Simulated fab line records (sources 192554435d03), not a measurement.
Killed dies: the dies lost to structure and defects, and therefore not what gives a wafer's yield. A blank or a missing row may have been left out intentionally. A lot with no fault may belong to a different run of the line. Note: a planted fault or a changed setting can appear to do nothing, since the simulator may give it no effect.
Struck lot and sound lot, side by side	flow n5-finfet	14 steps out of a route of 1938
Sound: the wafers L492.3, L492.4, L492.5. Struck: wafer L502.3 (L502.1, L502.2, from the same lot, were not struck and are left out); the cause is given at the end.
For every step that has rows: the tool of each side, followed by ch and its chambers, followed by its first start. Under that, the readings that differ: sound wafers	struck wafers	difference of the means	sigmas: that difference in standard deviations of wafers without a fault.
alike: a reading whose means differ by less than 2 such deviations, as well as words and numbers matching on both sides. not compared: withheld readings; readings where some wafer has no value; bounds like >300 that might hide an equal value; numbers whose values overlap and for which the record gives no deviation.
The two part at a step that has a row with sigmas, a row that says differs or no value, or rows on one side only. Numbers that don't overlap but have no deviation are shown without sigmas and don't part them. A reading that every wafer of one side lacks parts them only if that side has two wafers or more.

N5_BEOL_M13_OCD_MEAS_35:
  sound on ocd-02 at day 11 00:01; struck on ocd-02 at day 14 06:08
  alike: trench-depth-nm
N5_BEOL_M13_STRIP_37: strips in N2/H2.
  sound on plasma-asher-02 ch 0,1, day 11 00:05; struck on plasma-asher-01 ch 0, day 14 06:10
reading	sound	struck	difference	sigmas
heater-power-w (W)	362 348 368	304	-55	-2
oes-product-au (a.u.)	0.780 0.776 0.799	0.750	-0.035	-3
  alike: drypump-motor-current-A, temp-c
  not compared: rf-hours-counter-h
N5_BEOL_M13_ETCH_38: etches SiCN in CF4/N2, target depth 67.5 nm, time 71.9 s.
  sound on rie-diel-05 ch 0,1,3, day 11 01:38; struck on rie-diel-06 ch 2, day 14 07:46
reading	sound	struck	difference	sigmas
drypump-motor-current-A (A)	5.7 6.0 5.2	6.7	+1.1	+2
oes-product-au (a.u.)	0.68 0.90 0.72	1.01	+0.24	+2
rf-vpp-V (V)	380.5 383.8 382.4	386.8	+4.6	+3
showerhead-plenum-p-Torr (Torr)	2.10 2.25 2.20	2.36	+0.18	+3
  alike: throttle-valve-pct
  not compared: rf-hours-counter-h
then, 2 steps without rows for these wafers: N5_BEOL_M13_PRECLEAN_39 (cleans in residue remover, time 60 s); N5_BEOL_M13_SRD_40 (time 30 s, dry time 30 s).
N5_BEOL_M13_DEGAS_41: time 60 s.
  sound on pvd-sputter-03 at day 11 02:04; struck on pvd-sputter-02 at day 14 09:46
reading	sound	struck	difference	sigmas
heater-power-w (W)	358 335 350	402	+54	+2
N5_BEOL_M13_PRE_CLEAN_42: time 30 s.
  sound on pvd-sputter-03 at day 11 02:06; struck on pvd-sputter-02 at day 14 09:49
reading	sound	struck	difference	sigmas
heater-power-w (W)	356 342 338	406	+61	+2
N5_BEOL_M13_SPUTTER_43: material TaN, target thk 15 nm, time 24.19 s.
  sound on pvd-sputter-03 at day 11 02:08; struck on pvd-sputter-02 at day 14 09:51
  alike: throttle-valve-pct
then, 4 steps without rows for these wafers: N5_BEOL_M13_SPUTTER_44 (material Ta, target thk 10 nm, time 16.13 s); N5_BEOL_M13_SPUTTER_45 (material Cu, target thk 80 nm, time 13.33 s); N5_BEOL_M13_ECD_47 (material Cu, target thk 936 nm); N5_BEOL_M13_ANNEAL_48 (time 90 s).
N5_BEOL_M13_CMP_49: polishes, stops on SiOC, t overpolish 17.1 s, target thk 420 nm.
  sound on cmp-01 ch 0,1, day 11 03:24; struck on cmp-01 ch 1, day 14 10:35
reading	sound	struck	difference	sigmas
barrier-field-endpoint-s (s)	31.9 30.6 30.6	24.4	-6.6	-7
head-pressure-psi (psi)	0.9997 0.9999 0.9987	1.2468	+0.2474	+99 or more
slurry-filter-dp-kPa (kPa)	13.61 13.67 13.35	13.22	-0.32	-2
  alike: motor-current-A, overpolish-run-s
N5_PASSIVATION_PROBE_49:
  sound on prober-01 at day 12 09:46; struck on prober-02 at day 15 15:28
  alike: defect-limited-yield, killed_at_M0_to_M3, killed_at_M4_up, killed-at-contacts, killed-at-front-end, killed-at-other, killed-dies, killed-on-rim, killed-open, killed-short, sort_bin_5_function, sort_bin_6_memory, sort-n-pass, sort-yield-pct

## WHERE THEY PART
First at N5_BEOL_M13_STRIP_37; last, within this record, at N5_BEOL_M13_CMP_49. Later steps at which nothing parts them and some readings are alike: N5_PASSIVATION_PROBE_49.

WHY: whatever the simulator had introduced
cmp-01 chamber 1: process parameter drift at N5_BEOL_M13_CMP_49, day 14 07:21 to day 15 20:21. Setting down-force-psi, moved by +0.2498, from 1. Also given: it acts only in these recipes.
